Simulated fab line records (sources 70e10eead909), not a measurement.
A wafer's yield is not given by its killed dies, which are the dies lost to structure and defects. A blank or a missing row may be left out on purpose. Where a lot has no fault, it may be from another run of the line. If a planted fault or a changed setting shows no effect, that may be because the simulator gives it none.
What tool caused it? | flow nand_harc | 6 lots, 18 wafers sampled, at 1 step of a route of 1302

== WHAT THE GAUGES READ, wafer by wafer ==
NHARC_A_CONTACT_INSPECT_23.
lot  | measured     | on                | raw_defect_count
L655 | day 21 22:24 | defect_inspect-02 | 355 405 594
L657 | day 23 19:16 | defect_inspect-01 | 418 409 432
L659 | day 24 00:25 | defect_inspect-01 | 575 596 551
L672 | day 28 19:17 | defect_inspect-01 | 454 448 564
L673 | day 30 01:40 | defect_inspect-01 | 593 547 450
L675 | day 30 18:16 | defect_inspect-01 | 509 587 659

== TOOL THAT RAN EACH LOT (tool first, then ch and the chambers of the sampled wafers, then the start) ==
The record holds no process step before these readings.

== THE ANSWER, worked out from the rows above alone ==
Rule: the usual values come from the lots themselves. Put in order of their means at a reading, lots are off if they are a third of the lots or fewer, leave a main group of 4 or more, and stand apart from it by a gap of 3 or more times the standard deviation of the main group's means; of several such gaps the widest counts. The tables above print the reading to a certain number of digits; a main group whose means all agree to those digits is not used. Also off: a lot with no number at a reading for which 4 or more lots have one. All remaining lots with rows at the step are treated as sound.
None of the lots is off at any reading shown; this tells nothing.

== WHAT HAD BEEN PUT IN BY THE SIMULATOR ==
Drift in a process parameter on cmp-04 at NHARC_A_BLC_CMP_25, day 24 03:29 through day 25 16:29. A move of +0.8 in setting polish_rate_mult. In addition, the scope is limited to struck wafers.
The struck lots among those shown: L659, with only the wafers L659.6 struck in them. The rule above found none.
